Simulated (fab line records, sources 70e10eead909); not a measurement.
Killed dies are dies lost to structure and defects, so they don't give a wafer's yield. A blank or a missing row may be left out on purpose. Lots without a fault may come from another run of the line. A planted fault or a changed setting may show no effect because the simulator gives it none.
Which tool did it? | flow nand_harc | 24 lots, 72 wafers sampled, at 3 steps of a route of 1159

WHAT THE GAUGES READ, wafer by wafer
NHARC_P_BONDPAD_THK_MEAS_20: measures by xrf.
lot  | measured     | on            | thk_nm (nm)
L074 | day 6 14:50  | film_metro-01 | 160.8 157.7 158.6
L075 | day 7 02:02  | film_metro-01 | 159.5 160.1 158.9
L076 | day 7 03:14  | film_metro-02 | 159.5 160.1 159.8
L077 | day 7 03:32  | film_metro-01 | 162.1 161.8 163.1
L079 | day 7 14:08  | film_metro-01 | 163.0 161.9 159.4
L078 | day 7 15:18  | film_metro-02 | 162.9 162.7 158.3
L080 | day 7 22:03  | film_metro-01 | 161.0 160.7 163.6
L081 | day 7 22:40  | film_metro-01 | 160.0 162.2 160.2
L082 | day 8 11:41  | film_metro-01 | 159.6 160.3 160.1
L083 | day 8 12:47  | film_metro-01 | 158.0 159.8 160.4
L084 | day 9 03:25  | film_metro-02 | 159.2 157.3 161.9
L085 | day 9 04:56  | film_metro-01 | 160.1 160.3 159.4
L086 | day 9 17:34  | film_metro-01 | 163.3 161.5 159.3
L087 | day 9 18:21  | film_metro-01 | 160.8 160.4 161.9
L088 | day 10 00:31 | film_metro-01 | 163.8 159.8 159.0
L089 | day 10 05:27 | film_metro-02 | 158.8 159.8 161.6
L090 | day 10 05:34 | film_metro-01 | 161.8 161.4 160.9
L091 | day 10 14:13 | film_metro-01 | 160.1 158.9 159.5
L092 | day 10 15:02 | film_metro-02 | 163.4 161.3 159.0
L093 | day 11 01:38 | film_metro-02 | 160.1 160.3 158.9
L094 | day 11 03:31 | film_metro-02 | 160.0 158.4 160.6
L095 | day 11 14:50 | film_metro-02 | 158.4 160.8 159.4
L097 | day 12 00:17 | film_metro-02 | 160.7 161.2 160.2
L096 | day 12 05:08 | film_metro-02 | 158.5 163.3 159.9

NHARC_A_ZERO_WELL_INSPECT_17.
lot  | measured     | on                | raw_defect_count
L074 | day 6 17:50  | defect_inspect-02 | 4 9 11
L075 | day 7 05:01  | defect_inspect-01 | 12 5 16
L076 | day 7 06:19  | defect_inspect-01 | 8 9 18
L077 | day 7 06:34  | defect_inspect-01 | 18 14 12
L079 | day 7 17:06  | defect_inspect-02 | 10 12 12
L078 | day 7 18:23  | defect_inspect-02 | 6 5 8
L080 | day 8 01:03  | defect_inspect-02 | 9 23 11
L081 | day 8 01:45  | defect_inspect-01 | 18 10 8
L082 | day 8 14:44  | defect_inspect-02 | 13 16 3
L083 | day 8 15:50  | defect_inspect-01 | 20 12 17
L084 | day 9 06:28  | defect_inspect-01 | 12 19 8
L085 | day 9 07:56  | defect_inspect-02 | 7 2 14
L086 | day 9 20:37  | defect_inspect-01 | 3 10 4
L087 | day 9 21:14  | defect_inspect-01 | 9 10 8
L088 | day 10 03:43 | defect_inspect-01 | 3 8 7
L089 | day 10 08:26 | defect_inspect-02 | 5 9 5
L090 | day 10 08:37 | defect_inspect-01 | 3 15 13
L091 | day 10 17:23 | defect_inspect-01 | 6 7 12
L092 | day 10 18:05 | defect_inspect-02 | 5 16 17
L093 | day 11 04:35 | defect_inspect-02 | 14 10 9
L094 | day 11 06:25 | defect_inspect-02 | 4 8 4
L095 | day 11 17:52 | defect_inspect-02 | 12 7 7
L097 | day 12 03:20 | defect_inspect-02 | 4 11 5
L096 | day 12 08:07 | defect_inspect-01 | 6 8 10

WHICH TOOL RAN EACH LOT (tool, then ch and the chambers of the sampled wafers, then the start)
lot  | NHARC_P_BONDPAD_PRE_CLEAN_26
L074 | pvd_sputter-01, day 6 14:50 or earlier
L075 | pvd_sputter-01, day 7 02:02 or earlier
L076 | pvd_sputter-03, day 7 03:14 or earlier
L077 | pvd_sputter-02, day 7 03:32 or earlier
L079 | pvd_sputter-03, day 7 14:08 or earlier
L078 | pvd_sputter-02, day 7 15:18 or earlier
L080 | pvd_sputter-02, day 7 22:03 or earlier
L081 | pvd_sputter-03, day 7 22:40 or earlier
L082 | pvd_sputter-03, day 8 11:41 or earlier
L083 | pvd_sputter-03, day 8 12:47 or earlier
L084 | pvd_sputter-01, day 9 03:25 or earlier
L085 | pvd_sputter-01, day 9 04:56 or earlier
L086 | pvd_sputter-01, day 9 17:34 or earlier
L087 | pvd_sputter-01, day 9 18:21 or earlier
L088 | pvd_sputter-01, day 10 00:31 or earlier
L089 | pvd_sputter-01, day 10 05:27 or earlier
L090 | pvd_sputter-01, day 10 05:34 or earlier
L091 | pvd_sputter-03, day 10 14:13 or earlier
L092 | pvd_sputter-02, day 10 15:02 or earlier
L093 | pvd_sputter-02, day 11 01:38 or earlier
L094 | pvd_sputter-03, day 11 03:31 or earlier
L095 | pvd_sputter-01, day 11 14:50 or earlier
L097 | pvd_sputter-02, day 12 00:17 or earlier
L096 | pvd_sputter-01, day 12 05:08 or earlier
- NHARC_P_BONDPAD_PRE_CLEAN_26: time 30 s.

WHAT THE TOOLS THEMSELVES READ (means of the sampled wafers that have a number; where no wafer has one, the mark that the record gives instead)
NHARC_P_BONDPAD_PRE_CLEAN_26.
lot  | tool           | heater_power_w (W)
L074 | pvd_sputter-01 | 385
L075 | pvd_sputter-01 | 390
L076 | pvd_sputter-03 | 426
L077 | pvd_sputter-02 | 369
L079 | pvd_sputter-03 | 421
L078 | pvd_sputter-02 | 396
L080 | pvd_sputter-02 | 373
L081 | pvd_sputter-03 | 409
L082 | pvd_sputter-03 | 426
L083 | pvd_sputter-03 | 395
L084 | pvd_sputter-01 | 380
L085 | pvd_sputter-01 | 382
L086 | pvd_sputter-01 | 387
L087 | pvd_sputter-01 | 380
L088 | pvd_sputter-01 | 382
L089 | pvd_sputter-01 | 376
L090 | pvd_sputter-01 | 423
L091 | pvd_sputter-03 | 412
L092 | pvd_sputter-02 | 361
L093 | pvd_sputter-02 | 415
L094 | pvd_sputter-03 | 422
L095 | pvd_sputter-01 | 386
L097 | pvd_sputter-02 | 393
L096 | pvd_sputter-01 | 379

THE ANSWER, worked out from the rows above alone
Rule: what is usual is taken from the lots themselves. Put in order of their means at a reading, lots are off if they are a third of the lots or fewer, leave a main group of 4 or more, and stand apart from it by a gap of 3 or more times the standard deviation of the main group's means; of several such gaps the widest counts. A main group whose means are all the same, to the digits that the tables above print for the reading, isn't used. A lot without any number at a reading at which 4 lots or more have one is off too. The other lots that the step has rows for count as sound. The gauges are gone through in route order, then the tools' own readings, and for those a lot's mean is taken as printed above. The first step at which some lot is off is used, and at that step the reading that is off furthest; a lot without a number counts as furthest.
No lot is off at any reading shown: from this, nothing can be told.

WHAT THE SIMULATOR HAD PUT IN
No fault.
